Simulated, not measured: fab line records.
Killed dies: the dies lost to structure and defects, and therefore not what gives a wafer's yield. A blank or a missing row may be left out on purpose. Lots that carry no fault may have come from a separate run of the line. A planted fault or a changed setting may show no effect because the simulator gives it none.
Matching of chambers    flow n5_finfet    4 sister chambers for N5_MOL_CONTACT_COAG_ALD_27 on ald_sin-02
The step deposits SiOC, target thk 17 nm, pulse time 1.5 s, time 2720 s. 4 wafers are shown with their chamber, then 7 later ones without.

WAFERS, EACH WITH ITS CHAMBER
wafer   chamber  heater_power_w (W)
L081.5  1        902
L091.1  2        866
L095.2  0        877
L095.3  3        660

WAFERS WITHOUT THEIR CHAMBER
wafer   heater_power_w (W)
L095.6  884
L096.4  670
L096.5  905
L096.6  891
L097.1  867
L097.3  894
L097.6  899

THE CHAMBER EACH PASSED THROUGH
wafer    from the rows above            in truth
L095.6   can't be placed: 0 or 1 or 2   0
L096.4   3                              3
L096.5   1                              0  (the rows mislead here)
L096.6   can't be placed: 1 or 0 or 2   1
L097.1   can't be placed: 2 or 0        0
L097.3   can't be placed: 1 or 0        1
L097.6   1                              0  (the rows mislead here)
Correctly placed: 1 of 7. Not placeable from these rows: 4 (in 4, the candidates include the true chamber). 2 placed wrongly.
How it was worked out, from the rows above alone: a wafer's distance from a chamber is the root of the sum, over the readings, of the square of ((its reading less the chamber's mean) divided by the reading's scatter). If the next closest chamber is less than 2 further off than the closest, the wafer can't be placed; otherwise it belongs to the closest. The mean given for a chamber averages the wafers shown for that chamber. The scatter: with one shown wafer a chamber, the root of the mean of the squares of how far each hidden wafer lies from its nearest shown one.
